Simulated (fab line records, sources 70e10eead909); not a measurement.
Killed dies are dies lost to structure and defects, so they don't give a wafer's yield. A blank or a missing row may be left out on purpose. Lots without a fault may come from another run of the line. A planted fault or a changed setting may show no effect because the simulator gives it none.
A struck lot beside a sound one | flow nand_harc | 13 steps out of a route of 1159
Sound: wafers L264.3, L264.5, L264.6. Struck: wafers L258.1, L258.3, L258.6. The cause comes at the end.
At each step with rows: each side's tool, then ch and its chambers, then its first start. Under that, the readings that differ: sound wafers | struck wafers | difference of the means | sigmas: that difference in standard deviations of wafers without a fault.
alike: readings whose means differ by less than 2 such deviations, and words and numbers that are the same on both sides. not compared: withheld readings, readings that some wafer has no value for, bounds like >300 that may hide the same value, and numbers for which the record gives no deviation and whose values overlap.
The two part at a step that has a row with sigmas, a row that says differs or no value, or rows on one side only. Numbers that don't overlap but have no deviation are shown without sigmas and don't part them. A reading that every wafer of one side lacks parts them only if that side has two wafers or more.

NHARC_A_BLC_CVD_24: deposits W, target thk 150 nm, time 434 s.
  sound on cvd_w-01 ch 0,1; struck on cvd_w-02 ch 0,1
  alike: heater_power_w, mfc_ar_sccm, mfc_h2_sccm, throttle_valve_pct
NHARC_A_BLC_CMP_25: polishes, t overpolish 30 s, target thk 150 nm.
  sound on cmp-04 ch 2,3, day 22 15:19; struck on cmp-02 ch 0,3, day 22 07:31
  alike: motor_current_A, overpolish_run_s, retaining_ring_pressure_frac, time_to_endpoint_s
then, 1 step without rows for these wafers: NHARC_A_BLC_SRD_27.
NHARC_A_BLC_INSPECT_28:
  sound on defect_inspect-01, day 22 15:41; struck on defect_inspect-01, day 22 07:55
  alike: raw_defect_count
then, 7 steps without rows for these wafers: NHARC_A_M0_DEP_00 (deposits SiOC, target thk 150 nm); NHARC_A_M0_DEHYDRATE_01 (time 120 s); NHARC_A_M0_HMDS_02 (time 30 s); NHARC_A_M0_COAT_33 (time 65 s); NHARC_A_M0_COAT_03 (resist thk 90 nm); NHARC_A_M0_SOFTBAKE_04 (time 55 s); NHARC_A_M0_EBR_05.
NHARC_A_M0_EXPOSE_06: exposes mask A M0, target cd 80 nm.
  sound on arfi_scanner-03 ch 0, day 22 16:28; struck on arfi_scanner-02, day 22 09:06
  no value came back on the struck wafers for exposure_dose_mJ_cm2, focus_offset_nm (nm); on the sound wafers exposure_dose_mJ_cm2 reads 83.28 83.28 83.34
  alike: mask
then, 1 step without rows for these wafers: NHARC_A_M0_PEB_07 (peb time 65 s).

WHERE THEY PART
Only at NHARC_A_M0_EXPOSE_06, within this record.

WHY: what the simulator had put in
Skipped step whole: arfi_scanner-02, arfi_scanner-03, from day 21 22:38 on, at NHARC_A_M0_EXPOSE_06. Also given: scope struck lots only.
